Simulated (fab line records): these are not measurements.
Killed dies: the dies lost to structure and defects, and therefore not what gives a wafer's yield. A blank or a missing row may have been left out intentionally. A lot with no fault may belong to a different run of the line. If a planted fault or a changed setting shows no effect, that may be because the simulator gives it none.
A struck lot beside a sound one || flow n5 finfet || 17 out of 1938 route steps
Sound: wafers L769.1, L769.3, L769.4. Struck: wafers L779.1, L779.6 (left out: L779.3, a lot-mate that was not struck); the cause follows at the end.
At each step with rows: each side's tool, then ch and its chambers, then its first start. Under that, the readings that differ: sound wafers || struck wafers || difference of the means || sigmas: that difference in standard deviations of wafers without a fault.
alike: readings with means less than 2 such deviations apart, plus words and numbers identical on both sides. not compared: withheld readings, readings lacking a value on some wafer, bounds such as >300 that could conceal the same value, and numbers that have no deviation in the record and whose values overlap.
Wherever a step has rows on one side only, a row that says differs or no value, or a row with sigmas, the two part there. When numbers do not overlap yet have no deviation, they are printed without sigmas and do not part them. A reading missing from all wafers of one side parts the sides only when that side holds two or more wafers.

first, 4 steps without rows for these wafers: N5_BEOL_M10_HM_STRIP_39 (strips TiN in peroxide tin strip, target depth 25 nm, time 158 s); N5_BEOL_M10_SRD_40 (time 30 s); N5_BEOL_M10_PRECLEAN_42 (cleans in residue remover, time 60 s); N5_BEOL_M10_SRD_43 (time 30 s).
N5_BEOL_M10_CD_MEAS_35: target cd 70 nm.
  sound on cd sem-01, day 12 05:28; struck on cd sem-02, day 13 22:19
  alike: cd nm
N5_BEOL_M10_CURE_72: cures SiCOH lowk, time 120 s.
  sound on uv cure-01 ch 1, day 12 05:36; struck on uv cure-02 ch 1, day 13 22:21
  alike: lamp power pct, wafer_temp_C_max
N5_BEOL_M10_DEGAS_44: time 60 s.
  sound on pvd sputter-03, day 12 06:24; struck on pvd sputter-01, day 13 22:44
  alike: heater power w
N5_BEOL_M10_PRE_CLEAN_45: time 30 s.
  sound on pvd sputter-03, day 12 06:26; struck on pvd sputter-01, day 13 22:47
  alike: heater power w
then, 1 step without rows for these wafers: N5_BEOL_M10_ALD_74 (deposits TaN, target thk 2 nm, pulse time 2 s, purge time 3 s).
N5_BEOL_M10_SURFACE_TREAT_76:
  sound on pvd sputter-03, day 12 06:49; struck on pvd sputter-02, day 13 23:16
  not compared: throttle valve pct
then, 2 steps without rows for these wafers: N5_BEOL_M10_CVD_75 (deposits Co from CCTBA/H2, target thk 2 nm, time 138.9 s); N5_BEOL_M10_SPUTTER_48 (material Cu, target thk 12 nm, time 2 s).
N5_BEOL_M10_ECD_50: material Cu, target thk 318 nm.
  sound on ecd cu-01 ch 0,1, day 12 07:07; struck on ecd cu-01 ch 1, day 14 00:53
{"reading": "model.Cu_of_BEOL_M10_ECD_50.thk nm (nm)", "sound": "325 325.2 321.6", "struck": "555 555.4", "difference": "+231", "sigmas": ""}
N5_BEOL_M10_ANNEAL_51: time 90 s.
  sound on rtp anneal-02 ch 0, day 12 07:31; struck on rtp anneal-02 ch 0, day 14 01:02
  alike: wafer_temp_C_max
N5_BEOL_M10_CMP_52: polishes, stops on SiCOH lowk, t overpolish 7 s, target thk 140 nm.
  sound on cmp-03 ch 0,1,2, day 12 07:49; struck on cmp-03 ch 1,2, day 14 01:20
{"reading": "time to endpoint s (s)", "sound": "70.3 68.3 72.3", "struck": "118.2 118.1", "difference": "+47.9", "sigmas": "+16"}
  alike: clearing platen rpm, motor current A
N5_BEOL_M10_THK_MEAS_53: measures by xrf.
  sound on film metro-01, day 12 08:06; struck on film metro-01, day 14 01:38
  alike: M10_THK
N5_PASSIVATION_PROBE_49:
  sound on prober-02, day 14 10:44; struck on prober-02, day 16 00:44
  alike: defect limited yield, killed_at_M0_to_M3, killed_at_M4_up, killed at contacts, killed at front end, killed at other, killed dies, killed open, killed short, sort_bin_5_function, sort_bin_6_memory, sort_bin_8_speed, sort n pass, sort yield pct

## WHERE THEY PART
Only at N5_BEOL_M10_CMP_52, within this record. Later steps at which nothing parts them and some readings are alike: N5_BEOL_M10_THK_MEAS_53, N5_PASSIVATION_PROBE_49.

WHY: whatever the simulator had introduced
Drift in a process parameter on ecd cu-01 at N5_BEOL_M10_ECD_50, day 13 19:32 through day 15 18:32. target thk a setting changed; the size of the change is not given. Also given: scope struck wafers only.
